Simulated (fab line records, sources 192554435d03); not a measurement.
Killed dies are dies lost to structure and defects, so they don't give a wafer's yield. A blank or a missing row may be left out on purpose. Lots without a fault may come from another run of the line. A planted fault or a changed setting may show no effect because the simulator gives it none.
Split-lot experiment | flow n5_finfet | 7 lots, 21 wafers read, on a route of 1938 steps

THE SPLIT
At N5_BEOL_M11_VIA_ETCH_34 (etches SiCOH lowk in C4F6/O2, target depth 184.5 nm, time 69.2 s), the setting time_s was moved away from the recipe's 69.2 s on 2 of the 21 wafers read, by +13.8% to +19.9%. The other wafers ran this setting at the recipe's value.

The reading is taken at the split's own step.

THE READING
SOC_of_BEOL_M11_COAT_63.thk_nm (the simulator's own value, which no gauge read), in nm, at N5_BEOL_M11_VIA_ETCH_34 (etches SiCOH lowk in C4F6/O2, target depth 184.5 nm, time 69.2 s). The file gives no usual value for it. The 19 wafers here that ran the recipe average 91.7 nm, standard deviation 0.28 nm.

wafer  | tool, chamber at the split | time_s as run, s | against the recipe | SOC_of_BEOL_M11_COAT_63.thk_nm, nm | against lot-mates on the recipe
L076.3 | rie_diel-01, 1             | 69.2             | recipe             | 91.8                               | -
L076.4 | rie_diel-01, 2             | 69.2             | recipe             | 91.6                               | -
L076.6 | rie_diel-01, 3             | 78.75            | +13.8%             | 90.2                               | -1.5
L079.1 | rie_diel-06, 2             | 69.2             | recipe             | 92.2                               | -
L079.2 | rie_diel-06, 3             | 69.2             | recipe             | 92.2                               | -
L079.5 | rie_diel-06, 1             | 69.2             | recipe             | 92.2                               | -
L078.1 | rie_diel-04, 0             | 82.97            | +19.9%             | 89.6                               | -1.9
L078.2 | rie_diel-04, 3             | 69.2             | recipe             | 91.4                               | -
L078.5 | rie_diel-04, 0             | 69.2             | recipe             | 91.6                               | -
L081.1 | rie_diel-06, 1             | 69.2             | recipe             | 91.6                               | -
L081.2 | rie_diel-06, 2             | 69.2             | recipe             | 91.6                               | -
L081.4 | rie_diel-06, 3             | 69.2             | recipe             | 91.8                               | -
L082.2 | rie_diel-01, 2             | 69.2             | recipe             | 91.6                               | -
L082.3 | rie_diel-01, 3             | 69.2             | recipe             | 91.8                               | -
L082.5 | rie_diel-01, 2             | 69.2             | recipe             | 91.6                               | -
L084.2 | rie_diel-04, 3             | 69.2             | recipe             | 91.8                               | -
L084.3 | rie_diel-04, 1             | 69.2             | recipe             | 91.2                               | -
L084.5 | rie_diel-04, 0             | 69.2             | recipe             | 91.4                               | -
L095.2 | rie_diel-01, 1             | 69.2             | recipe             | 92.2                               | -
L095.3 | rie_diel-01, 2             | 69.2             | recipe             | 91.8                               | -
L095.5 | rie_diel-01, 3             | 69.2             | recipe             | 91.6                               | -

THE FIT
A straight line over all 21 wafers: SOC_of_BEOL_M11_COAT_63.thk_nm changes by -0.109 nm for each +1% of time_s; r = -0.90; the points scatter about the line by 0.28 nm.
The same after taking each lot's own level away (the mean of its wafers on the recipe; 21 wafers): -0.0997 nm for each +1%; r = -0.96; scatter 0.16 nm.
On that fit, the largest move of time_s shifts the reading by 2 nm.
The lots' own levels span 91.47 to 92.20 nm, that is 2.6 times the standard deviation above.
So the lot-to-lot level changes the slope little: the two slopes agree.
Check: with one of the wafers moved furthest among these (+19.9%) left out of the fit, the line predicts -2.16 nm for it against its lot-mates. It came out at -1.9 nm against them.

OTHER SPLITS ON THESE WAFERS
These wafers also went through other splits before the reading. Each is held against what the fit with the lots' levels taken away leaves over:
other split on the same wafers | wafers away from the commonest value | r with SOC_of_BEOL_M11_COAT_63.thk_nm (lot level and that fit taken away)
N5_BEOL_M8_ILD_DEP_00 time_s   | 5                                    | +0.05
N5_BEOL_M8_DESCUM_33 time_s    | 7                                    | +0.27
N5_BEOL_M8_ETCH_66 source_w    | 4                                    | -0.17
N5_BEOL_M10_COAT_05 spin_rpm   | 9                                    | +0.20
N5_BEOL_M10_EXPOSE_08 dose_mj  | 5                                    | -0.21

THE WHOLE CHAIN: every reading that the file lists as answering this split, in the file's order
step                    | what it does                                                     | reading                                                                         | change (the file's fit)                | r (the file's)
N5_BEOL_M11_VIA_ETCH_34 | etches SiCOH lowk in C4F6/O2, target depth 184.5 nm, time 69.2 s | etch.depth_nm (the simulator's own value, which no gauge read)                  | +2.04 nm for each +1% of the setting   | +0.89
N5_BEOL_M11_VIA_ETCH_34 | etches SiCOH lowk in C4F6/O2, target depth 184.5 nm, time 69.2 s | SOC_of_BEOL_M11_COAT_63.thk_nm (the simulator's own value, which no gauge read) | -0.0998 nm for each +1% of the setting | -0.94

THE FILE'S OWN FIT
SOC_of_BEOL_M11_COAT_63.thk_nm changes by -0.0998 nm for each +1% of time_s, r = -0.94.
